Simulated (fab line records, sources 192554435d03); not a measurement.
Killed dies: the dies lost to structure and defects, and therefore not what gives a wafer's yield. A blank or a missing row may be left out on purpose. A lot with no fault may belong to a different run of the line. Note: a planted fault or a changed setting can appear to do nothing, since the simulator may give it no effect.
Which tool did it?	flow n5-finfet	10 lots with 30 wafers sampled at 5 steps, on a route of 1938 steps

== WHAT THE GAUGES SHOWED, per wafer ==
N5_BEOL_M4_RC_MEAS_101.
lot	measured	on	DIBL_N (mV/V)	DIBL_P (mV/V)	IOFF_N (nA/um)	IOFF_N_85C (nA/um)	IOFF_N_LIN (nA/um)	IOFF_N_LONG (nA/um)	IOFF_P (nA/um)	IOFF_P_85C (nA/um)	IOFF_P_LIN (nA/um)	ION_N (uA/um)	ION_P (uA/um)	REXT_N (ohm.um)	REXT_P (ohm.um)	SS_N (mV/dec)	SS_P (mV/dec)	VT_N (mV)	VT_P (mV)
L147	day 8 07:15	prober-02	36.1 36.0 36.9	36.1 35.6 36.0	0.17 0.16 0.17	3.1 3.1 3.2	0.076 0.075 0.081	5.38e-05 5.48e-05 5.42e-05	0.21 0.21 0.21	3.6 3.6 3.6	0.101 0.099 0.099	676 670 689	463 457 465	76.9 75.7 76.7	105.0 104.2 104.7	71.7 71.8 71.4	73.4 73.3 74.3	248 249 247	-253 -250 -252
L148	day 8 07:31	prober-01	35.3 38.5 36.4	35.4 38.8 37.1	0.15 0.21 0.16	2.9 3.9 3.2	0.068 0.090 0.074	5.39e-05 5.44e-05 5.26e-05	0.19 0.24 0.23	3.4 4.1 3.9	0.092 0.109 0.104	674 687 674	457 461 465	75.4 75.3 75.5	104.5 104.4 102.9	71.6 72.6 71.7	73.0 73.6 73.4	249 245 250	-251 -249 -247
L152	day 9 10:52	prober-01	39.2 37.8 38.8	40.4 38.3 38.2	0.20 0.17 0.19	3.8 3.3 3.6	0.093 0.079 0.081	5.51e-05 5.43e-05 5.5e-05	0.27 0.25 0.24	4.7 4.2 4.2	0.121 0.114 0.111	688 676 675	470 465 461	75.7 75.9 74.4	99.0 98.5 98.7	71.9 71.4 72.3	74.5 74.2 73.5	246 248 252	-246 -245 -248
L155	day 10 12:10	prober-01	38.0 37.3 36.9	38.3 35.4 35.4	0.17 0.14 0.14	3.3 2.8 2.7	0.080 0.068 0.065	5.48e-05 5.56e-05 5.5e-05	0.26 0.21 0.21	4.3 3.5 3.6	0.120 0.101 0.102	679 660 664	480 458 462	74.6 73.9 73.7	102.0 104.0 102.5	72.0 71.1 71.9	73.9 73.1 72.7	250 249 253	-244 -249 -248
L157	day 10 18:57	prober-01	35.4 35.0 35.7	36.1 35.7 36.6	0.14 0.14 0.14	2.8 2.9 2.9	0.069 0.069 0.068	5.22e-05 5.21e-05 5.04e-05	0.17 0.17 0.18	3.1 3.0 3.3	0.085 0.083 0.088	667 676 664	452 460 452	75.4 75.4 76.4	101.3 101.6 101.2	71.0 71.0 71.4	73.5 72.2 73.3	253 251 254	-256 -255 -255
L161	day 11 13:50	prober-02	37.1 35.9 36.5	36.5 36.2 36.0	0.18 0.16 0.17	3.5 3.2 3.4	0.084 0.076 0.080	5.7e-05 5.55e-05 5.63e-05	0.21 0.21 0.21	3.6 3.6 3.5	0.098 0.098 0.096	686 676 678	469 464 460	73.8 75.1 73.0	100.5 100.6 99.7	72.0 71.6 71.8	73.1 73.7 73.5	246 247 248	-251 -252 -252
L163	day 12 10:47	prober-01	77.3 85.2 93.4	56.0 78.7 67.5	10.18 12.52 20.59	103.6 123.1 185.4	0.263 0.266 0.374	4.97e-05 4.8e-05 4.85e-05	2.60 14.43 7.65	30.7 128.9 75.8	0.198 0.385 0.308	612 594 609	412 409 407	80.5 81.0 81.8	108.7 109.4 109.8	122.5 131.8 138.7	94.9 129.3 114.0	246 247 245	-249 -248 -249
L165	day 12 17:00	prober-01	36.2 35.7 38.9	36.4 36.7 39.9	0.15 0.14 0.20	3.0 2.9 3.9	0.071 0.069 0.089	5.36e-05 5.47e-05 5.49e-05	0.20 0.20 0.25	3.7 3.7 4.4	0.098 0.098 0.112	669 673 676	461 465 463	76.1 74.8 75.2	105.3 102.4 103.5	70.9 71.5 72.4	73.8 73.3 74.3	250 251 246	-251 -250 -247
L169	day 13 13:10	prober-02	33.8 39.8 37.5	31.7 39.0 36.7	0.11 0.26 0.18	2.3 4.6 3.5	0.056 0.110 0.086	5.82e-05 5.96e-05 5.81e-05	0.18 0.31 0.27	3.2 5.0 4.4	0.094 0.139 0.124	650 699 690	464 474 471	74.5 74.4 75.5	100.7 102.9 101.1	70.8 71.7 71.7	71.4 73.9 73.3	253 241 244	-249 -241 -244
L170	day 13 22:20	prober-02	34.9 35.4 36.7	36.0 36.3 38.3	0.16 0.17 0.21	3.1 3.3 3.9	0.075 0.080 0.093	5.73e-05 5.75e-05 5.77e-05	0.20 0.21 0.24	3.5 3.6 4.0	0.097 0.100 0.108	682 674 688	463 461 463	76.6 76.7 76.9	102.1 102.2 103.1	71.6 71.3 72.0	73.4 74.2 73.9	248 248 242	-247 -248 -248

== EACH LOT AND THE TOOL THAT RAN IT (in order: tool; ch and the chambers of the sampled wafers; start) ==
lot	N5_BEOL_M1_SPUTTER_48	N5_BEOL_M4_SPUTTER_79	N5_BEOL_M4_ANNEAL_87	N5_BEOL_M4_ANNEAL_89
L147	pvd-sputter-02, day 6 11:26	pvd-sputter-03, day 8 04:37	pvd-sputter-03, day 8 05:08	pvd-sputter-03, day 8 05:21
L148	pvd-sputter-01, day 6 15:29	pvd-sputter-01, day 8 04:43	pvd-sputter-01, day 8 05:14	pvd-sputter-01, day 8 05:28
L152	pvd-sputter-01, day 7 13:02	pvd-sputter-02, day 9 08:11	pvd-sputter-02, day 9 08:42	pvd-sputter-02, day 9 08:55
L155	pvd-sputter-01, day 8 12:13	pvd-sputter-01, day 10 08:23	pvd-sputter-01, day 10 08:54	pvd-sputter-01, day 10 09:07
L157	pvd-sputter-03, day 9 03:47	pvd-sputter-03, day 10 16:13	pvd-sputter-03, day 10 16:44	pvd-sputter-03, day 10 16:58
L161	pvd-sputter-02, day 9 23:55	pvd-sputter-02, day 11 11:07	pvd-sputter-02, day 11 11:38	pvd-sputter-02, day 11 11:52
L163	pvd-sputter-01, day 10 11:01	pvd-sputter-03, day 12 08:00	pvd-sputter-03, day 12 08:31	pvd-sputter-03, day 12 08:44
L165	pvd-sputter-03, day 10 20:32	pvd-sputter-03, day 12 14:09	pvd-sputter-03, day 12 14:40	pvd-sputter-03, day 12 14:53
L169	pvd-sputter-03, day 11 19:50	pvd-sputter-02, day 13 10:19	pvd-sputter-02, day 13 10:50	pvd-sputter-02, day 13 11:04
L170	pvd-sputter-02, day 12 10:11	pvd-sputter-01, day 13 19:23	pvd-sputter-01, day 13 19:55	pvd-sputter-01, day 13 20:08
- N5_BEOL_M1_SPUTTER_48: material Cu, target thk 4.5 nm, time 8.29 s.
- N5_BEOL_M4_SPUTTER_79: material Cu, target thk 4.5 nm, time 8.29 s.
- N5_BEOL_M4_ANNEAL_87: time 240 s.
- N5_BEOL_M4_ANNEAL_89: time 240 s.

== WHAT THE TOOLS THEMSELVES READ (means of the sampled wafers that have a number; where no wafer has one, the mark that the record gives instead) ==
N5_BEOL_M1_SPUTTER_48.
lot	tool	chamber-pressure-pa (Pa)	throttle-valve-pct (%)
L147	pvd-sputter-02	0.07	29.5
L148	pvd-sputter-01	0.07	30.0
L152	pvd-sputter-01	0.07	30.2
L155	pvd-sputter-01	0.07	29.9
L157	pvd-sputter-03	0.07	30.0
L161	pvd-sputter-02	0.07	29.4
L163	pvd-sputter-01	0.07	30.4
L165	pvd-sputter-03	0.07	30.7
L169	pvd-sputter-03	0.07	29.5
L170	pvd-sputter-02	0.07	29.1

N5_BEOL_M4_SPUTTER_79.
lot	tool	chamber-pressure-pa (Pa)	throttle-valve-pct (%)
L147	pvd-sputter-03	0.07	29.4
L148	pvd-sputter-01	0.07	30.1
L152	pvd-sputter-02	0.07	29.5
L155	pvd-sputter-01	0.07	29.7
L157	pvd-sputter-03	0.07	29.8
L161	pvd-sputter-02	0.07	29.1
L163	pvd-sputter-03	0.07	29.6
L165	pvd-sputter-03	0.07	29.8
L169	pvd-sputter-02	0.07	29.4
L170	pvd-sputter-01	0.07	30.4

N5_BEOL_M4_ANNEAL_87.
lot	tool	heater-power-w (W)	susceptor_temp_C_max
L147	pvd-sputter-03	752	400.8
L148	pvd-sputter-01	821	401.0
L152	pvd-sputter-02	850	401.0
L155	pvd-sputter-01	749	400.9
L157	pvd-sputter-03	835	400.9
L161	pvd-sputter-02	749	401.1
L163	pvd-sputter-03	778	400.8
L165	pvd-sputter-03	807	401.1
L169	pvd-sputter-02	758	401.1
L170	pvd-sputter-01	863	400.8

N5_BEOL_M4_ANNEAL_89.
lot	tool	heater-power-w (W)	susceptor_temp_C_max
L147	pvd-sputter-03	760	400.7
L148	pvd-sputter-01	819	401.0
L152	pvd-sputter-02	845	400.9
L155	pvd-sputter-01	735	400.8
L157	pvd-sputter-03	830	401.1
L161	pvd-sputter-02	761	400.8
L163	pvd-sputter-03	772	400.8
L165	pvd-sputter-03	807	401.0
L169	pvd-sputter-02	748	401.1
L170	pvd-sputter-01	869	400.8

== THE ANSWER, worked out from the rows above alone ==
Rule: the usual values come from the lots themselves. Put in order of their means at a reading, lots are off if they are a third of the lots or fewer, leave a main group of 4 or more, and stand apart from it by a gap of 3 or more times the standard deviation of the main group's means; of several such gaps the widest counts. The tables above print the reading to a certain number of digits; a main group whose means all agree to those digits is not used. A lot without any number at a reading at which 4 lots or more have one is off too. Where the step has rows for the other lots, those lots are counted as sound. After the gauges, taken in route order, come the tools' own readings; for these a lot's mean is taken, as printed above. The first step at which some lot is off is used, and at that step the reading that is off furthest; a lot without a number counts as furthest.
Off: L163, at N5_BEOL_M4_RC_MEAS_101 (IOFF_N). Mean 0.17 nA/um and standard deviation 0.014 in the main group.
If a tool, at a process step before that reading, ran all the lots that are off and no sound lot after the first of them, it fits. Those tools and the gauges at N5_BEOL_M4_RC_MEAS_101 are tried in the same way. One fits: N5_BEOL_M1_SPUTTER_48 on pvd-sputter-01. A fault onset in the window from L155 (day 8 12:13, its last sound lot) to L163 (day 10 11:01, its first lot off) fits.

== WHAT HAD BEEN PUT IN BY THE SIMULATOR ==
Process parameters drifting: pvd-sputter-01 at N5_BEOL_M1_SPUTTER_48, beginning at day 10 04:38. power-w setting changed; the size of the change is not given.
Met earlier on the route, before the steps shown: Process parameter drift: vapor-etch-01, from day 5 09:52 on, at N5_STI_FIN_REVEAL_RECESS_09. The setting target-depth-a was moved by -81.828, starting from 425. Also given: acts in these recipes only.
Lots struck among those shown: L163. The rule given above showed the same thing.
